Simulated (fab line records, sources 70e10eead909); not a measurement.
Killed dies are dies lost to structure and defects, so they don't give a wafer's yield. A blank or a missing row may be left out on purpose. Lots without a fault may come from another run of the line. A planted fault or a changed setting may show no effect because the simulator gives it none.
A struck lot beside a sound one | flow nand_harc | 15 steps out of a route of 1302
Sound: wafers L923.1, L923.4, L923.5. Struck: wafer L931.5. (L931.2, L931.3 of the same lot were not struck and are left out.) The cause comes at the end.
At each step with rows: each side's tool, then ch and its chambers, then its first start. Under that, the readings that differ: sound wafers | struck wafers | difference of the means | sigmas: that difference in standard deviations of wafers without a fault.
alike: readings whose means differ by less than 2 such deviations, and words and numbers that are the same on both sides. not compared: withheld readings, readings that some wafer has no value for, bounds like >300 that may hide the same value, and numbers for which the record gives no deviation and whose values overlap.
The two part at a step that has a row with sigmas, a row that says differs or no value, or rows on one side only. Numbers that don't overlap but have no deviation are shown without sigmas and don't part them. A reading that every wafer of one side lacks parts them only if that side has two wafers or more.

first, 9 steps without rows for these wafers: NHARC_P_BONDPAD_DEHYDRATE_01 (time 120 s); NHARC_P_BONDPAD_HMDS_02 (time 30 s); NHARC_P_BONDPAD_COAT_36 (time 65 s); NHARC_P_BONDPAD_COAT_03 (resist thk 600 nm); NHARC_P_BONDPAD_SOFTBAKE_04 (time 70 s); NHARC_P_BONDPAD_EBR_05; NHARC_P_BONDPAD_EXPOSE_06 (exposes mask P BPAD); NHARC_P_BONDPAD_PEB_07 (peb time 80 s); NHARC_P_BONDPAD_DEVELOP_08 (time 50 s).
NHARC_P_BONDPAD_CD_MEAS_09: target cd 500 nm.
  sound on cd_sem-03 ch 0, day 7 19:25; struck on cd_sem-02 ch 0, day 11 16:10
  alike: cd_nm
NHARC_P_BONDPAD_OVL_MEAS_38:
  sound on overlay-01, day 7 19:31; struck on overlay-02, day 11 16:15
  alike: overlay_x_nm, overlay_y_nm
then, 1 step without rows for these wafers: NHARC_P_BONDPAD_HARDBAKE_10 (time 65 s).
NHARC_P_BONDPAD_DESCUM_11: chemistry O2, time 3 s.
  sound on rie_diel-02 ch 0,3, day 7 19:38; struck on rie_diel-02 ch 2, day 11 16:22
  reading                     | sound             | struck | difference | sigmas
  drypump_motor_current_A (A) | 6.2 5.5 6.2       | 4.9    | -1.1       | -2
  run_length_s (s)            | 23.76 23.56 23.84 | 25.62  | +1.90      | +7
  alike: chamber_pressure_mTorr, oes_product_au, rf_vpp_V, showerhead_plenum_p_Torr, throttle_valve_pct
  not compared: rf_hours_counter_h
NHARC_P_BONDPAD_ETCH_37: etches the open film in N2/H2, target depth 60 nm, overetch 18 nm, time 65.91 s.
  sound on rie_diel-02 ch 0,2,3, day 7 19:43; struck on rie_diel-02 ch 3, day 11 16:28
  reading                        | sound                | struck | difference | sigmas
  chamber_pressure_mTorr (mTorr) | 29.975 30.017 29.993 | 30.087 | +0.092     | +3
  oes_product_au (a.u.)          | 0.991 0.992 0.996    | 1.012  | +0.019     | +2
  alike: drypump_motor_current_A, rf_vpp_V, showerhead_plenum_p_Torr, throttle_valve_pct
  not compared: rf_hours_counter_h
-- the record jumps here: 18 days lie between the struck wafers' starts before and after (it left off in module P_BONDPAD and takes up again in module END, whose first step shown is number 1302 of the route) --
NHARC_END_SORT_01:
  sound on prober-02 ch 0, day 26 04:49; struck on prober-01 ch 0, day 29 16:14
  reading     | sound | struck | difference | sigmas
  killed_open | 3 3 3 | 7      | +4         | +2
  alike: defect_limited_yield, killed_at_array, killed_at_other, killed_at_periphery, killed_dies, killed_short, sort_bin_2_pct, sort_bin_3_pct, sort_bin_4_pct, sort_n_pass, sort_rim_yield_pct, sort_yield_pct

WHERE THEY PART
First at NHARC_P_BONDPAD_DESCUM_11; last, within this record, at NHARC_END_SORT_01.

WHY: what the simulator had put in
Process parameter drift: rie_diel-02, from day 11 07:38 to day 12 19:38, at NHARC_P_BONDPAD_DESCUM_11. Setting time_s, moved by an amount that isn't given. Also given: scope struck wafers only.
